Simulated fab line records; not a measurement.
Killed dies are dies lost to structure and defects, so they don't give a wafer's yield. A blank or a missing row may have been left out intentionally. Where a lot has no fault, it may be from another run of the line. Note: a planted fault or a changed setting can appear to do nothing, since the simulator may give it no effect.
fab line records    flow n5_finfet
record: lots: 10  wafers: 30  last_day: 15
route steps=1938 shown BEOL_M4@1100 BEOL_M5@1123 PASSIVATION@1936
lots that met no fault: from a run of the same line without faults
start_h: hours from the record's opening day to when the first of the lot's shown wafers began    wait_h: time in hours since the lot's previous step    " unchanged from the row above    L1.1+2: a single row standing in for several wafers    - no value, or no start was given    * or withheld: withheld    < > ~ a bound
route shown NAME@n: NAME is a module with steps in the file, n the number in the route of the first one    usual: the fault-free wafers' mean and standard deviation    same: alike in all rows    chamber/n: place in a boat    sites: readings site by site    _std_site: standard deviation across them    _edge_site: outer sites' mean less inner sites'    radius_mm: how far each site lies from the wafer's centre    mask NAME#n: copy n    behind: the most recent tool/chamber to have shaped the wafer    hold: why the lot went on hold/how many hours it stayed there/how the hold came to an end    device: which transistor (n, p or np) failed to switch    end of line: tests of these same wafers at the route's end    for a step that has no rows: nothing shown but its recipe    killed: dies that structure and defects cost at the first sort, which is not the same as the wafer's yield    map: shows each die of a wafer: x if killed, . if not, _ if none is there
set.NAME: the setting that was run; set.NAME@STEP: the one run at that earlier step    model.NAME: the simulator's own value behind a step, which no gauge read
the route's steps for a sample of lots (tables are steps, rows are wafers)
services: when a tool's chamber went out of use (start_h, in hours from the record's first day, below 0 if earlier), for how many hours, and the reason
== steps ==
step: N5_BEOL_M4_SPUTTER_96
recipe: material: Cu  target_thk_a: 45  temp_c: -20  chamber_pressure_pa: 0.07  power_w: withheld  time_s: 8.29
usual: chuck_gas_flow_sccm: 1.26/0.056  susceptor_temp_C: -19.99/0.11  throttle_valve_pct: 29.7/1.3
same: time_s: 8.29
lot.wafer  tool            chamber  start_h  wait_h  chuck_gas_flow_sccm  susceptor_temp_C  throttle_valve_pct
L529.3     pvd_sputter-03  -        172.09   0.1     1.27                 -20.15            31.3
L529.4     "               -        "        "       1.34                 -19.95            31.7
L529.5     "               -        "        "       1.31                 -19.91            27.8
L530.2     pvd_sputter-01  -        176.91   0.1     1.22                 -20.10            29.0
L530.4     "               -        "        "       1.28                 -19.88            31.4
L530.6     "               -        "        "       1.21                 -19.92            31.1
L533.1     pvd_sputter-01  -        198.14   0.1     1.31                 -20.11            28.3
L533.4     "               -        "        "       1.19                 -20.13            31.3
L533.6     "               -        "        "       1.29                 -19.95            31.1
L532.1     pvd_sputter-01  -        201.94   0.1     1.27                 -20.15            29.2
L532.3     "               -        "        "       1.25                 -19.80            30.5
L532.6     "               -        "        "       1.35                 -20.09            31.1
L538.3     pvd_sputter-01  -        213.71   0.1     1.24                 -19.92            28.5
L538.5     "               -        "        "       1.34                 -19.79            29.1
L538.6     "               -        "        "       1.33                 -20.19            31.2
L539.2     pvd_sputter-02  -        232.79   0.1     1.14                 -20.03            29.3
L539.4     "               -        "        "       1.26                 -20.02            29.7
L539.6     "               -        "        "       1.19                 -19.88            29.5
L541.2     pvd_sputter-03  -        246.07   0.1     1.24                 -19.74            27.6
L541.5     "               -        "        "       1.22                 -19.96            27.9
L541.6     "               -        "        "       1.31                 -19.98            32.2
L542.2     pvd_sputter-03  -        250.69   0.1     1.16                 -20.06            28.0
L542.3     "               -        "        "       1.27                 -20.01            32.3
L542.5     "               -        "        "       1.25                 -20.08            32.0
L543.2     pvd_sputter-01  -        261.65   0.1     1.25                 -19.92            28.3
L543.3     "               -        "        "       1.33                 -19.94            31.2
L543.6     "               -        "        "       1.23                 -20.16            31.1
L545.4     pvd_sputter-03  -        267.23   0.1     1.26                 -20.00            27.9
L545.5     "               -        "        "       1.21                 -20.01            29.6
L545.6     "               -        "        "       1.22                 -20.18            32.2
step: N5_BEOL_M4_PRE_CLEAN_60
recipe: gas: NH3/H2  time_s: 15  temp_c: *  rf_power_w: 300
usual: heater_power_w: 72/20  rf_fwd_power_W: 296.8/1  susceptor_temp_C: *
same: time_s: 15
lot.wafer  tool       chamber  start_h  wait_h  heater_power_w  rf_fwd_power_W  susceptor_temp_C
L529.3     cvd_co-02  1        172.93   0.1     61              297.3           *
L529.4     "          0        "        "       72              298.8           *
L529.5     "          0        "        "       74              298.0           *
L530.2     cvd_co-01  0        177.74   0.0     68              296.9           *
L530.4     "          0        "        "       70              297.7           *
L530.6     "          2        "        "       68              296.9           *
L533.1     cvd_co-01  0        199.37   0.0     69              296.2           *
L533.4     "          2        "        "       68              297.6           *
L533.6     "          1        "        "       53              297.1           *
L532.1     cvd_co-02  1        202.92   0.0     58              296.9           *
L532.3     "          2        "        "       120             295.5           *
L532.6     "          0        "        "       72              297.6           *
L538.3     cvd_co-01  1        214.54   0.0     53              296.2           *
L538.5     "          0        "        "       68              296.0           *
L538.6     "          1        "        "       54              294.8           *
L539.2     cvd_co-02  2        233.61   0.0     117             297.2           *
L539.4     "          0        "        "       73              296.3           *
L539.6     "          2        "        "       116             295.3           *
L541.2     cvd_co-02  1        246.90   0.0     60              294.8           *
L541.5     "          1        "        "       61              296.5           *
L541.6     "          2        "        "       120             297.4           *
L542.2     cvd_co-02  1        251.51   0.0     61              296.6           *
L542.3     "          0        "        "       76              296.8           *
L542.5     "          2        "        "       117             295.5           *
L543.2     cvd_co-01  1        263.10   0.0     54              297.2           *
L543.3     "          0        "        "       70              297.6           *
L543.6     "          2        "        "       68              296.9           *
L545.4     cvd_co-02  1        268.07   0.1     60              296.2           *
L545.5     "          2        "        "       119             296.2           *
L545.6     "          0        "        "       74              298.3           *
step: N5_BEOL_M5_EXPOSE_08
recipe: mask_id: M5  na: 0.33  source_shape: annular  sigma_inner: 0.4  sigma_outer: 0.8  polarization: unpolarized  target_cd_nm: 28  dose_mj: 35.75
usual: reticle_temp_C: 22.99/0.1  stage_msd_nm: 0.82/0.046
lot.wafer  tool            chamber  start_h  wait_h  mask  reticle_temp_C  stage_msd_nm
L529.3     euv_scanner-02  0        175.45   -       M5#0  22.86           0.84
L529.4     "               0        "        "       M5#0  22.72           0.84
L529.5     "               0        "        "       M5#0  22.94           0.84
L530.2     euv_scanner-02  0        180.22   -       M5#0  23.06           0.84
L530.4     "               0        "        "       M5#0  22.85           0.85
L530.6     "               0        "        "       M5#0  22.88           0.85
L533.1     euv_scanner-02  0        201.98   -       M5#0  22.85           0.85
L533.4     "               0        "        "       M5#0  23.03           0.84
L533.6     "               0        "        "       M5#0  23.10           0.84
L532.1     euv_scanner-02  0        205.87   -       M5#0  23.02           0.84
L532.3     "               0        "        "       M5#0  22.99           0.85
L532.6     "               0        "        "       M5#0  23.03           0.84
L538.3     euv_scanner-02  0        217.73   -       M5#0  23.14           0.84
L538.5     "               0        "        "       M5#0  23.01           0.84
L538.6     "               0        "        "       M5#0  23.11           0.84
L539.2     euv_scanner-02  0        237.07   -       M5#0  22.96           0.84
L539.4     "               0        "        "       M5#0  22.91           0.84
L539.6     "               0        "        "       M5#0  22.97           0.84
L541.2     euv_scanner-02  0        251.34   -       M5#0  23.25           0.84
L541.5     "               0        "        "       M5#0  23.09           0.84
L541.6     "               0        "        "       M5#0  23.22           0.84
L542.2     euv_scanner-01  0        254.49   -       M5#0  23.09           0.74
L542.3     "               0        "        "       M5#0  23.02           0.73
L542.5     "               0        "        "       M5#0  22.94           0.73
L543.2     euv_scanner-02  0        266.49   -       M5#0  23.01           0.83
L543.3     "               0        "        "       M5#0  22.95           0.84
L543.6     "               0        "        "       M5#0  22.88           0.84
L545.4     euv_scanner-01  0        272.23   -       M5#0  22.78           0.73
L545.5     "               0        "        "       M5#0  22.88           0.73
L545.6     "               0        "        "       M5#0  22.96           0.74
step: N5_BEOL_M5_OVL_MEAS_12
recipe: points_per_wafer: 522
usual: M5_OVL: 0.0/0.61
lot.wafer  tool        chamber  start_h  wait_h  M5_OVL[nm]
L529.3     overlay-02  0        175.61   0.0     -0.9
L529.4     "           0        "        "       0.2
L529.5     "           0        "        "       -0.1
L530.2     overlay-02  0        180.38   0.0     1.2
L530.4     "           0        "        "       0.2
L530.6     "           0        "        "       0.5
L533.1     overlay-02  0        202.14   0.0     -0.7
L533.4     "           0        "        "       0.0
L533.6     "           0        "        "       0.1
L532.1     overlay-02  0        206.03   0.0     1.3
L532.3     "           0        "        "       0.6
L532.6     "           0        "        "       0.9
L538.3     overlay-02  0        217.88   0.0     0.2
L538.5     "           0        "        "       -0.3
L538.6     "           0        "        "       0.1
L539.2     overlay-02  0        237.23   0.0     6.2
L539.4     "           0        "        "       6.6
L539.6     "           0        "        "       6.0
L541.2     overlay-02  0        251.50   0.0     6.5
L541.5     "           0        "        "       7.5
L541.6     "           0        "        "       6.4
L542.2     overlay-02  0        254.65   0.0     0.1
L542.3     "           0        "        "       0.7
L542.5     "           0        "        "       -0.1
L543.2     overlay-01  0        266.65   0.0     5.9
L543.3     "           0        "        "       7.3
L543.6     "           0        "        "       6.9
L545.4     overlay-01  0        272.38   0.0     0.0
L545.5     "           0        "        "       0.5
L545.6     "           0        "        "       -0.2
step: N5_BEOL_M5_STRIP_19
recipe: chemistry: O2  power_w: 400  temp_c: 40  pressure_mtorr: 30  rf_frequency_hz: 6e+07  bias_power_w: 0  overash_fraction: 0.2  o2_flow_sccm: 225
usual: drypump_motor_current_A: 5.7/0.6  o2_flow_sccm: 225.1/0.68  oes_product_au: 0.81/0.1  rf_vpp_V: 3.6/0.5  showerhead_plenum_p_Torr: 2.10/0.09  throttle_valve_pct: 16.60/0.21
same: bias_power_w: 0
lot.wafer  tool         chamber  start_h  wait_h  drypump_motor_current_A  o2_flow_sccm  oes_product_au  rf_hours_counter_h  rf_vpp_V  showerhead_plenum_p_Torr  throttle_valve_pct
L529.3     rie_diel-03  3        176.05   0.1     5.2                      224.0         0.78            123                 3.5       1.93                      16.47
L529.4     "            1        "        "       5.5                      225.1         0.74            173                 3.8       2.18                      16.58
L529.5     "            3        "        "       5.3                      223.7         0.77            -                   3.0       1.93                      16.48
L530.2     rie_diel-01  1        180.89   0.1     5.8                      224.6         0.90            31                  2.5       2.23                      16.43
L530.4     "            2        "        "       6.4                      226.5         0.74            -                   2.8       2.16                      16.95
L530.6     "            0        "        "       6.0                      224.6         0.68            -                   3.6       2.16                      16.92
L533.1     rie_diel-05  0        202.59   0.1     4.7                      224.6         0.86            46                  2.7       2.04                      16.41
L533.4     "            2        "        "       6.2                      224.9         0.71            -                   3.1       2.01                      16.88
L533.6     "            0        "        "       4.7                      224.8         0.87            -                   4.0       2.04                      16.41
L532.1     rie_diel-01  1        206.62   0.1     5.8                      225.6         0.89            40                  3.5       2.23                      16.46
L532.3     "            2        "        "       6.4                      225.9         0.73            193                 3.6       2.16                      16.96
L532.6     "            3        "        "       4.9                      224.8         0.97            -                   3.7       2.14                      16.21
L538.3     rie_diel-01  2        218.32   0.1     6.4                      224.8         0.73            197                 3.9       2.16                      16.95
L538.5     "            2        "        "       6.4                      226.5         0.73            -                   3.2       2.16                      16.97
L538.6     "            3        "        "       4.9                      225.4         0.97            -                   3.5       2.14                      16.23
L539.2     rie_diel-05  3        237.73   0.1     6.8                      225.9         0.75            164                 3.5       2.00                      16.71
L539.4     "            0        "        "       4.7                      224.3         0.85            57                  4.2       2.03                      16.44
L539.6     "            3        "        "       6.8                      226.8         0.75            -                   3.1       2.00                      16.71
L541.2     rie_diel-01  1        251.94   0.1     5.8                      224.6         0.88            56                  3.1       2.22                      16.48
L541.5     "            3        "        "       4.9                      225.5         0.91            -                   3.2       2.14                      16.27
L541.6     "            0        "        "       6.0                      224.5         0.97            -                   3.6       2.15                      16.51
L542.2     rie_diel-03  0        255.11   0.1     5.4                      225.1         0.69            251                 3.9       2.16                      16.73
L542.3     "            1        "        "       5.4                      225.8         0.73            197                 2.9       2.17                      16.62
L542.5     "            0        "        "       5.4                      225.1         0.69            -                   3.5       2.16                      16.73
L543.2     rie_diel-01  3        267.10   0.1     4.8                      224.6         0.90            24                  3.3       2.14                      16.25
L543.3     "            2        "        "       6.4                      225.5         0.73            208                 2.9       2.15                      16.99
L543.6     "            3        "        "       4.8                      225.1         0.90            -                   3.5       2.14                      16.27
L545.4     rie_diel-01  2        273.02   0.1     6.3                      223.8         0.73            210                 3.3       2.15                      16.98
L545.5     "            0        "        "       6.0                      223.9         0.95            -                   4.0       2.15                      16.53
L545.6     "            1        "        "       5.8                      223.8         0.87            -                   4.0       2.22                      16.50
step: N5_PASSIVATION_PROBE_49
usual: defect_limited_yield: 91.1/1.3  killed_at_M0_to_M3: 36/10  killed_at_M4_up: 14/4.4  killed_at_contacts: 14/5.7  killed_at_front_end: 39/9.4  killed_at_other: 2.9/2.6  killed_dies: 105/15  killed_open: 70/12  killed_short: 34/7.1  sort_bin_5_function: 5.3/0.77  sort_bin_6_memory: 3.3/0.66  sort_n_pass: 1075/15  sort_yield_pct: 91.1/1.3
same: gross_dies: 1180  killed_at_back_side: 0  sort_bin_4_leakage[%]: 0  sort_bin_8_speed[%]: 0
lot.wafer  tool       chamber  start_h  wait_h  defect_limited_yield[%]  killed_at_M0_to_M3  killed_at_M4_up  killed_at_contacts  killed_at_front_end  killed_at_other  killed_dies  killed_open  killed_short  sort_bin_5_function[%]  sort_bin_6_memory[%]  sort_n_pass  sort_yield_pct[%]
L530.2     prober-01  -        282.07   0.1     92.5                     37                  13               3                   35                   1                89           64           24            4.6                     2.8                   1091         92.5
L530.4     prober-01  -        282.17   0.2     89.8                     23                  14               26                  55                   2                120          81           37            5.8                     4.1                   1060         89.8
L530.6     prober-01  -        282.27   0.3     87.9                     57                  23               14                  49                   0                143          89           52            7.0                     4.8                   1037         87.9
L541.2     prober-01  -        345.69   0.1     91.4                     41                  12               12                  29                   7                101          70           31            5.1                     3.3                   1079         91.4
L541.5     prober-01  -        345.84   0.2     90.1                     48                  14               16                  33                   6                117          77           38            6.2                     3.5                   1063         90.1
L541.6     prober-01  -        345.89   0.3     91.9                     39                  11               8                   35                   2                95           60           35            5.5                     2.2                   1085         91.9
L542.2     prober-01  -        360.07   0.1     89.7                     52                  13               8                   48                   1                122          88           33            5.7                     4.3                   1058         89.7
L542.3     prober-01  -        360.12   0.1     91.3                     45                  17               6                   34                   1                103          66           37            5.3                     3.0                   1077         91.3
L542.5     prober-01  -        360.22   0.2     90.8                     39                  13               13                  42                   1                108          72           36            5.1                     3.7                   1072         90.8
L543.2     prober-02  -        361.84   0.1     90.8                     35                  16               11                  45                   1                108          80           27            5.5                     3.4                   1072         90.8
L543.3     prober-02  -        361.89   0.1     93.4                     24                  12               5                   37                   0                78           47           30            4.2                     2.4                   1102         93.4
L543.6     prober-02  -        362.04   0.3     91.3                     34                  24               6                   34                   5                103          75           27            5.6                     3.1                   1077         91.3
killed by level:class
L530.2 BEOL_M3:geometric_particle:open=10 STI_FIN_REVEAL:geometric_particle:open=8 BEOL_M1:geometric_particle:open=8 FIN_SAQP:geometric_particle:open=7 BEOL_M4:geometric_particle:open=7 GATE_CUT:geometric_particle:short=5 BEOL_M0_SAQP:geometric_particle:open=5 DUMMY_GATE:geometric_particle:open=4
L530.4 MOL_CONTACT_COAG:geometric_particle:open=18 STI_FIN_REVEAL:geometric_particle:open=15 FIN_SAQP:geometric_particle:open=13 MOL_CONTACT_COAG:geometric_particle:short=8 BEOL_M0_SAQP:geometric_particle:short=7 BEOL_M0_SAQP:geometric_particle:open=6 FIN_SAQP:geometric_particle:short=5 DUMMY_GATE:geometric_particle:open=5
L530.6 BEOL_M0_SAQP:geometric_particle:open=13 MOL_CONTACT_COAG:geometric_particle:open=12 FIN_SAQP:geometric_particle:short=11 FIN_SAQP:geometric_particle:open=11 BEOL_M0_SAQP:geometric_particle:short=10 BEOL_M4:geometric_particle:open=10 STI_FIN_REVEAL:geometric_particle:open=9 BEOL_M2:geometric_particle:open=9
L541.2 MOL_CONTACT_COAG:geometric_particle:open=10 BEOL_M4:geometric_particle:open=9 STI_FIN_REVEAL:geometric_particle:open=7 BEOL_M0_SAQP:geometric_particle:open=7 BEOL_M2:geometric_particle:open=7 BEOL_M3:geometric_particle:open=7 BEOL_M3:geometric_particle:short=6 BEOL_M0_SAQP:geometric_particle:short=5
L541.5 BEOL_M2:geometric_particle:open=12 MOL_CONTACT_COAG:geometric_particle:open=11 BEOL_M3:geometric_particle:open=10 BEOL_M0_SAQP:geometric_particle:short=8 BEOL_M0_SAQP:geometric_particle:open=7 STI_FIN_REVEAL:geometric_particle:open=6 BEOL_M4:geometric_particle:open=6 DUMMY_GATE:geometric_particle:open=5
L541.6 BEOL_M3:geometric_particle:open=13 STI_FIN_REVEAL:geometric_particle:open=10 BEOL_M1:geometric_particle:open=7 BEOL_M4:geometric_particle:open=7 MOL_CONTACT_COAG:geometric_particle:open=6 DUMMY_GATE:geometric_particle:open=5 BEOL_M2:geometric_particle:short=5 BEOL_M0_SAQP:geometric_particle:short=4
L542.2 STI_FIN_REVEAL:geometric_particle:open=19 BEOL_M0_SAQP:geometric_particle:open=15 BEOL_M0_SAQP:geometric_particle:short=13 BEOL_M3:geometric_particle:open=11 FIN_SAQP:geometric_particle:open=7 MOL_CONTACT_COAG:geometric_particle:open=6 BEOL_M4:geometric_particle:open=6 STI_FIN_REVEAL:geometric_particle:short=5
L542.3 BEOL_M0_SAQP:geometric_particle:short=16 BEOL_M0_SAQP:geometric_particle:open=15 STI_FIN_REVEAL:geometric_particle:open=13 BEOL_M4:geometric_particle:open=6 FIN_CUT:geometric_particle:open=4 MOL_CONTACT_COAG:geometric_particle:open=4 BEOL_M2:geometric_particle:open=4 BEOL_M3:geometric_particle:short=4
L542.5 BEOL_M0_SAQP:geometric_particle:open=11 FIN_SAQP:geometric_particle:open=9 DUMMY_GATE:geometric_particle:open=9 BEOL_M0_SAQP:geometric_particle:short=9 MOL_CONTACT_COAG:geometric_particle:open=8 BEOL_M4:geometric_particle:open=8 BEOL_M1:geometric_particle:open=6 STI_FIN_REVEAL:geometric_particle:open=5
L543.2 MOL_CONTACT_COAG:geometric_particle:open=11 BEOL_M0_SAQP:geometric_particle:open=11 STI_FIN_REVEAL:geometric_particle:open=10 FIN_SAQP:geometric_particle:open=7 FIN_SAQP:geometric_particle:short=6 BEOL_M3:geometric_particle:open=6 BEOL_M0_SAQP:geometric_particle:short=5 BEOL_M0:geometric_particle:open=5
L543.3 FIN_SAQP:geometric_particle:short=12 FIN_SAQP:geometric_particle:open=8 BEOL_M0_SAQP:geometric_particle:open=7 BEOL_M0_SAQP:geometric_particle:short=7 STARTING-WAFER:geometric_particle:short=5 MOL_CONTACT_COAG:geometric_particle:open=4 BEOL_M0:geometric_particle:open=4 BEOL_M2:geometric_particle:open=4
L543.6 BEOL_M4:geometric_particle:open=12 BEOL_M3:geometric_particle:open=12 BEOL_M0_SAQP:geometric_particle:open=9 STI_FIN_REVEAL:geometric_particle:open=8 FIN_SAQP:geometric_particle:short=5 FIN_SAQP:geometric_particle:open=4 FIN_CUT:geometric_particle:open=4 BEOL_M2:geometric_particle:open=4
== services ==
tool            chamber  start_h  hours  kind
cvd_co-02       2        164.82   8.4    repair
euv_scanner-02  -        165.92   1.0    pm
rie_diel-01     0        171.33   5.5    repair
rie_diel-01     3        177.07   -      clean
rie_diel-01     3        177.07   -      consumable_replace:focus_ring
rie_diel-01     3        177.07   20.5   scheduled_down
rie_diel-01     3        177.07   20.5   vent_cycle
rie_diel-05     1        180.70   -      clean
rie_diel-05     1        180.70   -      consumable_replace:focus_ring
euv_scanner-01  -        188.38   1.0    pm
euv_scanner-02  -        190.35   4.6    pm
rie_diel-01     0        197.61   -      clean
rie_diel-01     0        197.61   -      consumable_replace:focus_ring
rie_diel-01     0        197.61   26.5   scheduled_down
rie_diel-01     0        197.61   26.5   vent_cycle
euv_scanner-01  -        198.58   4.6    pm
rie_diel-01     -        202.49   2.8    pm
euv_scanner-02  -        203.98   1.0    pm
cvd_co-01       0        240.44   2.5    repair
euv_scanner-01  -        244.53   1.0    pm
rie_diel-01     2        247.19   13.3   repair
rie_diel-03     2        251.67   11.3   repair
euv_scanner-02  -        260.13   1.0    pm
rie_diel-03     0        263.00   -      clean
== key ==
first_sign: step: N5_BEOL_M5_OVL_MEAS_12  reading: M5_OVL  direction: up  sigmas: 11  usual: 0.0  struck: 6.6
effect none on later readings
met_at N5_BEOL_M5_EXPOSE_08
struck_lots L539,L541,L543
not_acting_at N5_BEOL_M4_SPUTTER_96,N5_BEOL_M4_PRE_CLEAN_60,N5_BEOL_M5_STRIP_19
onset_between 217.73 237.07
fault: kind: scanner_matching_overlay  tool: euv_scanner-02  chamber: -  onset_h: 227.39  steps: N5_BEOL_M5_EXPOSE_08  offset: 6.3535
